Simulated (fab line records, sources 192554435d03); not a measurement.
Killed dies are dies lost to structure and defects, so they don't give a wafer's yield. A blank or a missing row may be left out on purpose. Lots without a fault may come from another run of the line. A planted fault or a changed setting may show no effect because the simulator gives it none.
Chamber matching | flow n5_finfet | N5_BEOL_M13_VIA_ETCH_16 on rie_diel-06: 4 sister chambers
The step etches SiOC in C4F8/O2/Ar, target depth 921.7 nm. 16 wafers are shown with their chamber, then 8 later ones without.

WAFERS WITH THEIR CHAMBER
wafer  | chamber | showerhead_plenum_p_Torr (Torr) | throttle_valve_pct (%) | oes_product_au (a.u.)
L074.1 | 2       | 3.48                            | 23.85                  | 0.80
L074.5 | 3       | 3.18                            | 24.05                  | 0.67
L074.6 | 0       | 3.35                            | 23.69                  | 0.75
L082.4 | 1       | 3.47                            | 23.83                  | 0.83
L082.5 | 2       | 3.47                            | 23.87                  | 0.79
L082.6 | 3       | 3.17                            | 24.06                  | 0.66
L080.1 | 2       | 3.47                            | 23.88                  | 0.79
L080.5 | 0       | 3.34                            | 23.73                  | 0.74
L080.6 | 3       | 3.17                            | 24.09                  | 0.66
L090.1 | 0       | 3.33                            | 23.75                  | 0.72
L090.4 | 2       | 3.46                            | 23.88                  | 0.76
L090.5 | 2       | 3.46                            | 23.88                  | 0.77
L091.2 | 1       | 3.47                            | 23.85                  | 0.81
L091.3 | 0       | 3.33                            | 23.75                  | 0.71
L091.4 | 3       | 3.16                            | 24.10                  | 0.66
L093.1 | 2       | 3.46                            | 23.89                  | 0.76

SIGNATURES (means of the wafers above)
reading                  | chamber 0 | chamber 1 | chamber 2 | chamber 3 | scatter within a chamber
showerhead_plenum_p_Torr | 3.3375    | 3.4700    | 3.4667    | 3.1700    | 0.00821
throttle_valve_pct       | 23.7300   | 23.8400   | 23.8750   | 24.0750   | 0.0209
oes_product_au           | 0.7300    | 0.8200    | 0.7783    | 0.6625    | 0.0152
Rule: a wafer's distance from a chamber is the root of the sum, over the readings, of the square of ((its reading less the chamber's mean) divided by the reading's scatter). The wafer belongs to the nearest chamber; if the next one is less than 2 further off, it can't be placed. The scatter: the root of (the sum of the squares of (reading less its chamber's mean) over the shown wafers, divided by (wafers less chambers)).

WAFERS WITHOUT THEIR CHAMBER
wafer  | showerhead_plenum_p_Torr (Torr) | throttle_valve_pct (%) | oes_product_au (a.u.)
L093.3 | 3.47                            | 23.86                  | 0.80
L093.4 | 3.33                            | 23.75                  | 0.72
L086.3 | 3.47                            | 23.85                  | 0.81
L086.4 | 3.16                            | 24.11                  | 0.66
L086.5 | 3.47                            | 23.85                  | 0.81
L094.1 | 3.46                            | 23.84                  | 0.80
L094.4 | 3.33                            | 23.77                  | 0.71
L094.6 | 3.16                            | 24.13                  | 0.65

WHICH CHAMBER EACH WENT THROUGH
wafer  | from the rows above     | in truth
L093.3 | can't be placed: 1 or 2 | 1
L093.4 | 0                       | 0
L086.3 | can't be placed: 1 or 2 | 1
L086.4 | 3                       | 3
L086.5 | can't be placed: 1 or 2 | 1
L094.1 | can't be placed: 1 or 2 | 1
L094.4 | 0                       | 0
L094.6 | 3                       | 3
Placed correctly: 4 of 8. Can't be placed from these rows: 4 (the true chamber is among the candidates in 4). Placed wrongly: 0.
